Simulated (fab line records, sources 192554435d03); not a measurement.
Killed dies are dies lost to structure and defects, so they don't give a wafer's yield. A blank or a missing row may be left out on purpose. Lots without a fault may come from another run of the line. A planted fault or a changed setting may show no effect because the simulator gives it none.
Which tool did it? | flow n5_finfet | 9 lots, 27 wafers sampled, at 7 steps of a route of 1938

WHAT THE GAUGES READ, wafer by wafer
N5_BEOL_M11_CD_MEAS_18: pitch 140 nm, target cd 70 nm.
lot  | measured     | on        | cd_nm (nm)
L715 | day 10 09:51 | cd_sem-01 | 69.6 69.7 68.8
L719 | day 11 13:15 | cd_sem-01 | 70.3 69.9 70.1
L720 | day 12 08:40 | cd_sem-01 | 69.8 70.0 70.1
L721 | day 12 15:28 | cd_sem-01 | 70.0 69.9 71.5
L723 | day 13 10:11 | cd_sem-02 | 70.9 70.8 70.8
L724 | day 13 10:41 | cd_sem-01 | 70.1 69.0 70.0
L729 | day 14 03:43 | cd_sem-01 | 70.1 70.3 71.2
L733 | day 15 02:28 | cd_sem-03 | 71.1 69.9 70.3
L736 | day 16 08:26 | cd_sem-02 | 70.1 70.3 70.0

N5_BEOL_M11_OCD_MEAS_38.
lot  | measured     | on     | trench_depth_nm (nm)
L715 | day 10 12:10 | ocd-01 | 146.4 151.4 152.6
L719 | day 11 16:55 | ocd-02 | 144.0 152.0 148.0
L720 | day 12 09:41 | ocd-01 | 141.6 145.4 145.7
L721 | day 12 16:29 | ocd-01 | 152.3 153.1 154.3
L723 | day 13 13:34 | ocd-01 | 145.6 153.0 152.1
L724 | day 13 13:30 | ocd-02 | 149.2 150.3 148.3
L729 | day 14 05:07 | ocd-02 | 133.5 136.1 135.4
L733 | day 15 03:50 | ocd-01 | 133.3 133.3 133.1
L736 | day 16 11:27 | ocd-01 | 146.0 151.2 152.3

N5_BEOL_M11_THK_MEAS_53: measures by xrf.
lot  | measured     | on            | M11_THK (nm)
L715 | day 10 14:32 | film_metro-01 | 139 146 146
L719 | day 11 19:47 | film_metro-02 | 141 148 146
L720 | day 12 13:12 | film_metro-01 | 135 139 141
L721 | day 12 20:22 | film_metro-02 | 147 148 149
L723 | day 13 17:13 | film_metro-02 | 141 149 147
L724 | day 13 15:55 | film_metro-01 | 142 141 140
L729 | day 14 07:28 | film_metro-02 | 131 130 130
L733 | day 15 08:08 | film_metro-02 | 127 126 126
L736 | day 16 14:11 | film_metro-02 | 139 143 147

N5_BEOL_M11_RS_MEAS_57: measures by four-point-probe.
lot  | measured     | on            | M11_RS (ohm/sq)
L715 | day 10 14:40 | film_metro-02 | 0.156 0.148 0.149
L719 | day 11 19:55 | film_metro-01 | 0.155 0.148 0.150
L720 | day 12 13:20 | film_metro-02 | 0.161 0.156 0.153
L721 | day 12 20:30 | film_metro-01 | 0.147 0.146 0.144
L723 | day 13 17:20 | film_metro-01 | 0.154 0.146 0.148
L724 | day 13 16:02 | film_metro-01 | 0.151 0.151 0.154
L729 | day 14 07:35 | film_metro-02 | 0.167 0.168 0.169
L733 | day 15 08:16 | film_metro-01 | 0.171 0.174 0.173
L736 | day 16 14:19 | film_metro-02 | 0.155 0.150 0.146

WHICH TOOL RAN EACH LOT (tool, then ch and the chambers of the sampled wafers, then the start)
lot  | N5_BEOL_M11_STRIP_36               | N5_BEOL_M11_TRENCH_ETCH_37         | N5_BEOL_M11_ANNEAL_51
L715 | rie_diel-02 ch 0,1,2, day 10 11:56 | rie_diel-02 ch 0,1,2, day 10 11:59 | rtp_anneal-02 ch 0, day 10 13:56
L719 | rie_diel-06 ch 0,2,3, day 11 16:42 | rie_diel-06 ch 0,2,3, day 11 16:44 | rtp_anneal-02 ch 0, day 11 19:11
L720 | rie_diel-06 ch 0,1,3, day 12 09:28 | rie_diel-06 ch 0,1,3, day 12 09:30 | rtp_anneal-01 ch 0, day 12 12:36
L721 | rie_diel-02 ch 1,2, day 12 16:16   | rie_diel-02 ch 1,2, day 12 16:18   | rtp_anneal-02 ch 0, day 12 19:46
L723 | rie_diel-06 ch 1,2, day 13 13:20   | rie_diel-06 ch 1,2, day 13 13:23   | rtp_anneal-02 ch 0, day 13 16:37
L724 | rie_diel-05 ch 0,1,2, day 13 13:17 | rie_diel-05 ch 0,1,2, day 13 13:19 | rtp_anneal-02 ch 0, day 13 15:22
L729 | rie_diel-02 ch 1,2, day 14 04:53   | rie_diel-02 ch 1,2, day 14 04:56   | rtp_anneal-01 ch 0, day 14 06:51
L733 | rie_diel-02 ch 2,3, day 15 03:37   | rie_diel-02 ch 2,3, day 15 03:39   | rtp_anneal-01 ch 0, day 15 07:18
L736 | rie_diel-06 ch 2,3, day 16 11:14   | rie_diel-06 ch 2,3, day 16 11:16   | rtp_anneal-02 ch 0, day 16 13:32
- N5_BEOL_M11_STRIP_36: strips in N2/H2.
- N5_BEOL_M11_TRENCH_ETCH_37: etches SiCOH lowk in C4F6/O2, target depth 148.83 nm, time 48 s.
- N5_BEOL_M11_ANNEAL_51: time 90 s.

WHAT THE TOOLS THEMSELVES READ (means of the sampled wafers that have a number; where no wafer has one, the mark that the record gives instead)
N5_BEOL_M11_STRIP_36.
lot  | tool        | drypump_motor_current_A (A) | oes_product_au (a.u.) | rf_vpp_V (V) | showerhead_plenum_p_Torr (Torr) | temp_c (C) | throttle_valve_pct (%)
L715 | rie_diel-02 | 5.3                         | 0.87                  | 61.7         | 2.68                            | 39.91      | 23.7
L719 | rie_diel-06 | 5.8                         | 0.78                  | 61.8         | 2.51                            | 39.99      | 23.6
L720 | rie_diel-06 | 6.1                         | 0.75                  | 58.9         | 2.58                            | 39.99      | 23.5
L721 | rie_diel-02 | 5.4                         | 0.92                  | 60.8         | 2.70                            | 40.05      | 24.0
L723 | rie_diel-06 | 6.1                         | 0.88                  | 59.0         | 2.55                            | 39.96      | 23.5
L724 | rie_diel-05 | 5.6                         | 0.74                  | 58.4         | 2.53                            | 39.88      | 24.2
L729 | rie_diel-02 | 5.4                         | 0.91                  | 58.1         | 2.70                            | 40.00      | 24.0
L733 | rie_diel-02 | 5.2                         | 0.83                  | 58.2         | 2.67                            | 40.02      | 23.3
L736 | rie_diel-06 | 6.1                         | 0.80                  | 61.1         | 2.53                            | 39.84      | 23.7

N5_BEOL_M11_TRENCH_ETCH_37.
lot  | tool        | C4F6_flow_sccm (sccm) | drypump_motor_current_A (A) | oes_ar_750_au (a.u.) | oes_o_777_au (a.u.) | oes_product_au (a.u.) | rf_fwd_power_W (W) | rf_vpp_V (V) | showerhead_plenum_p_Torr (Torr) | throttle_valve_pct (%)
L715 | rie_diel-02 | 9.992                 | 5.3                         | 0.87                 | 0.87                | 0.87                  | 341.0              | 671          | 2.99                            | 21.00
L719 | rie_diel-06 | 10.001                | 5.9                         | 0.79                 | 0.80                | 0.79                  | 342.7              | 668          | 2.81                            | 20.81
L720 | rie_diel-06 | 9.977                 | 6.1                         | 0.75                 | 0.74                | 0.74                  | 340.8              | 672          | 2.88                            | 20.76
L721 | rie_diel-02 | 10.032                | 5.4                         | 0.90                 | 0.91                | 0.93                  | 344.3              | 674          | 3.01                            | 20.93
L723 | rie_diel-06 | 9.994                 | 6.1                         | 0.87                 | 0.87                | 0.87                  | 340.9              | 659          | 2.84                            | 20.71
L724 | rie_diel-05 | 10.029                | 5.6                         | 0.74                 | 0.74                | 0.74                  | 340.7              | 669          | 2.82                            | 21.16
L729 | rie_diel-02 | 9.995                 | 5.4                         | 0.77                 | 0.68                | 0.84                  | 260.3              | 777          | 3.00                            | 20.92
L733 | rie_diel-02 | 10.021                | 5.2                         | 0.69                 | 0.59                | 0.76                  | 258.5              | 782          | 3.00                            | 20.88
L736 | rie_diel-06 | 9.981                 | 6.1                         | 0.80                 | 0.81                | 0.80                  | 342.8              | 662          | 2.81                            | 20.79

N5_BEOL_M11_ANNEAL_51.
lot  | tool          | wafer_temp_C_max
L715 | rtp_anneal-02 | 225.5
L719 | rtp_anneal-02 | 225.7
L720 | rtp_anneal-01 | 226.5
L721 | rtp_anneal-02 | 225.6
L723 | rtp_anneal-02 | 225.9
L724 | rtp_anneal-02 | 225.8
L729 | rtp_anneal-01 | 226.2
L733 | rtp_anneal-01 | 226.4
L736 | rtp_anneal-02 | 225.8

THE ANSWER, worked out from the rows above alone
Rule: what is usual is taken from the lots themselves. Put in order of their means at a reading, lots are off if they are a third of the lots or fewer, leave a main group of 4 or more, and stand apart from it by a gap of 3 or more times the standard deviation of the main group's means; of several such gaps the widest counts. A main group whose means are all the same, to the digits that the tables above print for the reading, isn't used. A lot without any number at a reading at which 4 lots or more have one is off too. The other lots that the step has rows for count as sound. The gauges are gone through in route order, then the tools' own readings, and for those a lot's mean is taken as printed above. The first step at which some lot is off is used, and at that step the reading that is off furthest; a lot without a number counts as furthest.
Off: L729, L733, at N5_BEOL_M11_OCD_MEAS_38 (trench_depth_nm). The main group: mean 149.3 nm, standard deviation 2.5.
A tool fits if, at a process step before that reading, it ran every lot that is off, and no sound lot after the first of them. The gauges at N5_BEOL_M11_OCD_MEAS_38 aren't tried: what is off there is off at N5_BEOL_M11_RS_MEAS_57 too, on other tools, and a gauge's error can't cause that. One fits: rie_diel-02 at N5_BEOL_M11_STRIP_36 and N5_BEOL_M11_TRENCH_ETCH_37. At N5_BEOL_M11_STRIP_36 its last sound lot is L721 (day 12 16:16), its first lot that is off L729 (day 14 04:53): a fault that began between those two fits.

WHAT THE SIMULATOR HAD PUT IN
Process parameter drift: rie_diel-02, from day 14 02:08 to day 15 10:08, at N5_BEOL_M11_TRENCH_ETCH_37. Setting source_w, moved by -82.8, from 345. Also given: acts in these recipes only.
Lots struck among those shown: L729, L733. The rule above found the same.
